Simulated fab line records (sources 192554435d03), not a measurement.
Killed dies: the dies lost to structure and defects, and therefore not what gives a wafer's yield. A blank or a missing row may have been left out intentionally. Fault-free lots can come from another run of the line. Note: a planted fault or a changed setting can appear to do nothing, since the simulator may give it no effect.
What tool caused it? ; flow n5Finfet ; 9 lots, 25 wafers sampled, at 5 steps of a route of 1938

WHAT THE GAUGES READ, wafer by wafer
N5_BEOL_M4_RC_MEAS_101. Usual: DIBL_N 37.0 mV/V, standard deviation 1.6; DIBL_P 37.0 mV/V, standard deviation 2.1; IOFF_N 0.17 nA/um, standard deviation 0.032; IOFF_P 0.22 nA/um, standard deviation 0.043; ION_N 679 uA/um, standard deviation 13; ION_P 465 uA/um, standard deviation 9.5; SS_N 71.7 mV/dec, standard deviation 0.59; SS_P 73.6 mV/dec, standard deviation 0.64; VT_N 249 mV, standard deviation 3.2; VT_P -249 mV, standard deviation 4.1.
lot;measured;on;DIBL_N (mV/V);DIBL_P (mV/V);IOFF_N (nA/um);IOFF_P (nA/um);ION_N (uA/um);ION_P (uA/um);SS_N (mV/dec);SS_P (mV/dec);VT_N (mV);VT_P (mV);flag
L523;day 10 13:54;prober-01;36.1 37.5 37.3;36.0 37.2 38.1;0.16 0.19 0.18;0.21 0.23 0.24;678 689 684;468 465 471;71.3 71.9 71.9;73.6 73.3 73.5;247 245 245;-248 -249 -250;
L524;day 10 23:23;prober-01;37.1 36.9 35.1;37.7 37.9 35.9;0.15 0.15 0.13;0.20 0.20 0.19;663 678 679;453 467 467;72.1 71.6 71.2;74.2 74.0 73.1;252 253 253;-254 -254 -250;
L525;day 11 15:25;prober-02;39.7 36.7 38.7;40.1 36.3 38.5;0.21 0.14 0.18;0.25 0.18 0.22;700 675 689;472 464 468;72.9 71.8 72.4;74.7 73.7 74.1;248 254 248;-249 -253 -253;
L528;day 13 10:34;prober-02;35.3 35.4 36.9;36.0 36.8 38.3;0.17 0.17 0.19;0.23 0.25 0.26;687 696 679;472 477 464;71.3 70.7 71.1;73.0 73.4 73.2;247 248 249;-247 -247 -247;
L532;day 13 01:14;prober-01;37.5 36.7 35.6;38.7 37.8 38.1;0.18 0.17 0.15;0.22 0.20 0.19;673 681 673;464 461 457;71.7 71.0 71.5;74.2 73.7 73.7;248 248 250;-253 -253 -255;
L533;day 14 07:47;prober-01;34.2 36.4;35.3 38.1;0.12 0.16;0.20 0.24;660 675;456 469;70.2 71.5;74.0 74.5;254 248;-250 -248;
L537;day 14 23:36;prober-01;36.8 36.0;34.9 34.1;0.14 0.12;0.19 0.17;668 663;464 455;71.4 70.5;72.9 72.3;251 251;-251 -254;
L543;day 15 15:10;prober-01;35.7 35.9 35.4;37.3 37.6 36.7;0.13 0.14 0.13;0.16 0.17 0.16;671 675 655;455 451 441;71.9 71.2 71.5;73.7 73.8 73.3;256 251 251;-257 -258 -259;
L545;day 16 17:29;prober-01;35.9 35.7 36.5;33.4 34.1 36.1;0.13 0.14 0.16;0.17 0.18 0.22;649 667 661;447 449 460;71.5 71.5 72.2;72.9 73.3 73.4;253 248 249;-255 -253 -251;

WHICH TOOL RAN EACH LOT (tool, then ch and the chambers of the sampled wafers, then the start)
lot;N5_BEOL_M0_SAQP_ETCH_106;N5_BEOL_M0_SAQP_ETCH_107;N5_BEOL_M0_SAQP_SPACER2_ETCHBACK_27;N5_BEOL_M0_SAQP_ALD_48
L523;rieDiel-01 ch 0,1,2, day 5 20:58;rieDiel-01 ch 0,1,2, day 5 21:01;rieDiel-01 ch 0,1, day 5 22:17;aldSin-02 ch 0,3, day 5 23:46
L524;rieDiel-06 ch 2,3, day 6 01:53;rieDiel-06 ch 2,3, day 6 01:56;rieDiel-01 ch 0,1,3, day 6 02:44;aldSin-02 ch 1,2, day 6 03:40
L525;rieDiel-04 ch 1,2, day 6 11:19;rieDiel-04 ch 1,2, day 6 11:22;rieDiel-01 ch 0,1,2, day 6 12:16;aldSin-03 ch 0,3, day 6 13:11
L528;rieDiel-06 ch 0,1,3, day 7 00:09;rieDiel-06 ch 0,1,3, day 7 00:13;rieDiel-01 ch 2,3, day 7 01:01;aldSin-02 ch 0,1, day 7 02:40
L532;rieDiel-06 ch 0,1,3, day 8 10:53;rieDiel-06 ch 0,1,3, day 8 10:56;rieDiel-04 ch 0,1,3, day 8 13:32;aldSin-02 ch 0,2, day 8 15:30
L533;rieDiel-06 ch 2, day 8 11:29;rieDiel-06 ch 2, day 8 11:32;rieDiel-06 ch 1, day 8 14:04;aldSin-02 ch 0,1, day 8 16:00
L537;rieDiel-01 ch 0,1, day 9 15:58;rieDiel-01 ch 0,1, day 9 16:01;rieDiel-06 ch 0,3, day 9 16:50;aldSin-02 ch 0,1, day 9 18:19
L543;rieDiel-06 ch 0,2, day 10 20:54;rieDiel-06 ch 0,2, day 10 20:58;rieDiel-06 ch 0,1, day 10 21:59;aldSin-03 ch 0,1,3, day 10 23:09
L545;rieDiel-06 ch 0,1,2, day 11 15:02;rieDiel-06 ch 0,1,2, day 11 15:05;rieDiel-06 ch 1,2,3, day 11 15:53;aldSin-01 ch 0,1,2, day 11 16:52
- N5_BEOL_M0_SAQP_ETCH_106: etches SOC in N2/H2, stops on SiNx, target depth 150 nm.
- N5_BEOL_M0_SAQP_ETCH_107: etches SiNx in CH3F/O2, target depth 30 nm.
- N5_BEOL_M0_SAQP_SPACER2_ETCHBACK_27: etches SiO2 in CHF3/O2, target depth 22.5 nm, time 11.25 s.
- N5_BEOL_M0_SAQP_ALD_48: deposits SiO2, target thk 20 nm, pulse time 1 s, co reactant pulse time 1 s.

WHAT THE TOOLS THEMSELVES READ (means of the sampled wafers that have a number; where no wafer has one, the mark that the record gives instead)
N5_BEOL_M0_SAQP_ETCH_106. Usual: biasW 61.01 W, standard deviation 0.17; drypumpMotorCurrentA 5.9 A, standard deviation 0.37; oesProductAu 0.78 a.u., standard deviation 0.095; rfVppV 240.5 V, standard deviation 1.5; showerheadPlenumPTorr 2.52 Torr, standard deviation 0.1; throttleValvePct 17.65 %, standard deviation 0.28.
lot;tool;biasW (W);drypumpMotorCurrentA (A);oesProductAu (a.u.);rfVppV (V);showerheadPlenumPTorr (Torr);throttleValvePct (%);flag
L523;rieDiel-01;60.98;6.1;0.77;240.0;2.49;17.95;
L524;rieDiel-06;60.96;6.0;0.75;239.5;2.44;17.54;
L525;rieDiel-04;60.83;6.2;0.78;241.7;2.56;18.09;
L528;rieDiel-06;61.23;6.0;0.81;240.5;2.48;17.41;
L532;rieDiel-06;61.04;6.0;0.79;240.9;2.48;17.44;
L533;rieDiel-06;61.08;5.2;0.66;241.7;2.61;17.81;
L537;rieDiel-01;61.05;6.1;0.78;238.5;2.41;17.98;
L543;rieDiel-06;61.01;5.7;0.90;241.4;2.52;17.29;
L545;rieDiel-06;60.95;5.6;0.82;241.1;2.56;17.47;

N5_BEOL_M0_SAQP_ETCH_107. Usual: biasW 72.99 W (standard deviation 0.22); drypumpMotorCurrentA 5.9 A (standard deviation 0.37); mfcArSccm 150.0 sccm (standard deviation 0.45); oesProductAu 0.79 a.u. (standard deviation 0.1); rfVppV 294 V (standard deviation 3.8); showerheadPlenumPTorr 1.99 Torr (standard deviation 0.077); throttleValvePct 16.22 % (standard deviation 0.22).
lot;tool;biasW (W);drypumpMotorCurrentA (A);mfcArSccm (sccm);oesProductAu (a.u.);rfVppV (V);showerheadPlenumPTorr (Torr);throttleValvePct (%);flag
L523;rieDiel-01;72.77;6.1;150.5;0.78;294;1.95;16.35;
L524;rieDiel-06;72.85;5.9;150.5;0.75;294;1.93;16.21;
L525;rieDiel-04;73.16;6.2;149.6;0.78;291;2.01;16.56;
L528;rieDiel-06;73.17;6.0;149.5;0.81;293;1.96;16.07;
L532;rieDiel-06;72.87;6.0;149.9;0.79;294;1.96;16.08;
L533;rieDiel-06;73.12;5.2;150.1;0.65;298;2.05;16.39;
L537;rieDiel-01;73.09;6.1;150.2;0.80;294;1.89;16.38;
L543;rieDiel-06;72.90;5.7;149.4;0.91;295;1.99;15.87;
L545;rieDiel-06;73.03;5.6;150.0;0.83;295;2.02;16.07;

N5_BEOL_M0_SAQP_SPACER2_ETCHBACK_27. Usual: biasW 170.0 W (standard deviation 0.52); drypumpMotorCurrentA 5.9 A (standard deviation 0.34); mfcArSccm 200.0 sccm (standard deviation 0.65); oesProductAu 0.80 a.u. (standard deviation 0.094); rfVppV 517 V (standard deviation 6.9); showerheadPlenumPTorr 2.39 Torr (standard deviation 0.092); throttleValvePct 18.77 % (standard deviation 0.23).
lot;tool;biasW (W);drypumpMotorCurrentA (A);mfcArSccm (sccm);oesProductAu (a.u.);rfVppV (V);showerheadPlenumPTorr (Torr);throttleValvePct (%);flag
L523;rieDiel-01;170.0;6.1;200.1;0.83;522;2.27;18.91;
L524;rieDiel-01;170.0;6.2;199.2;0.81;517;2.37;18.95;
L525;rieDiel-01;169.9;6.1;199.8;0.78;518;2.35;18.88;
L528;rieDiel-01;169.6;6.1;200.1;0.73;515;2.49;18.94;
L532;rieDiel-04;170.1;5.7;200.4;0.77;518;2.44;18.96;
L533;rieDiel-06;170.1;5.7;200.4;0.68;518;2.47;18.81;
L537;rieDiel-06;169.5;6.1;199.8;0.83;514;2.31;18.51;
L543;rieDiel-06;169.9;5.8;200.2;0.73;517;2.44;18.69;
L545;rieDiel-06;170.0;5.7;199.8;0.80;519;2.39;18.69;

N5_BEOL_M0_SAQP_ALD_48. Usual: chamberPressureTorr 2.000 Torr, standard deviation 0.0044; heaterPowerOuterW 41 W, standard deviation 4.6; heaterPowerW 78 W, standard deviation 8.3; precursorPulseHeightRel 1.000, standard deviation 0.02; susceptorTempC 99.98 C, standard deviation 0.13.
lot;tool;chamberPressureTorr (Torr);heaterPowerOuterW (W);heaterPowerW (W);precursorPulseHeightRel;susceptorTempC (C);flag
L523;aldSin-02;1.993;45;85;1.001;100.09;
L524;aldSin-02;1.996;42;80;1.003;100.02;
L525;aldSin-03;1.995;44;83;1.001;100.00;
L528;aldSin-02;1.995;39;74;1.019;100.02;
L532;aldSin-02;2.005;42;79;1.005;100.02;
L533;aldSin-02;2.005;38;72;0.984;99.82;
L537;aldSin-02;2.002;38;72;0.988;99.90;
L543;aldSin-03;2.005;42;78;1.004;99.94;
L545;aldSin-01;1.997;41;78;0.995;99.97;

THE ANSWER, worked out from the rows above alone
Rule: a lot counts as off when the mean over its wafers that have a number is more than 3 standard deviations away from the usual mean. Also off: a lot with no number at a reading for which 4 or more lots have one. The other lots that the step has rows for count as sound. The gauges are gone through in route order, then the tools' own readings, and for those a lot's mean is taken as printed above. The first step at which some lot is off is used, and at that step the reading that is off furthest; a lot without a number counts as furthest.
None of the lots is off at any reading shown; this tells nothing.

WHAT THE SIMULATOR PUT IN
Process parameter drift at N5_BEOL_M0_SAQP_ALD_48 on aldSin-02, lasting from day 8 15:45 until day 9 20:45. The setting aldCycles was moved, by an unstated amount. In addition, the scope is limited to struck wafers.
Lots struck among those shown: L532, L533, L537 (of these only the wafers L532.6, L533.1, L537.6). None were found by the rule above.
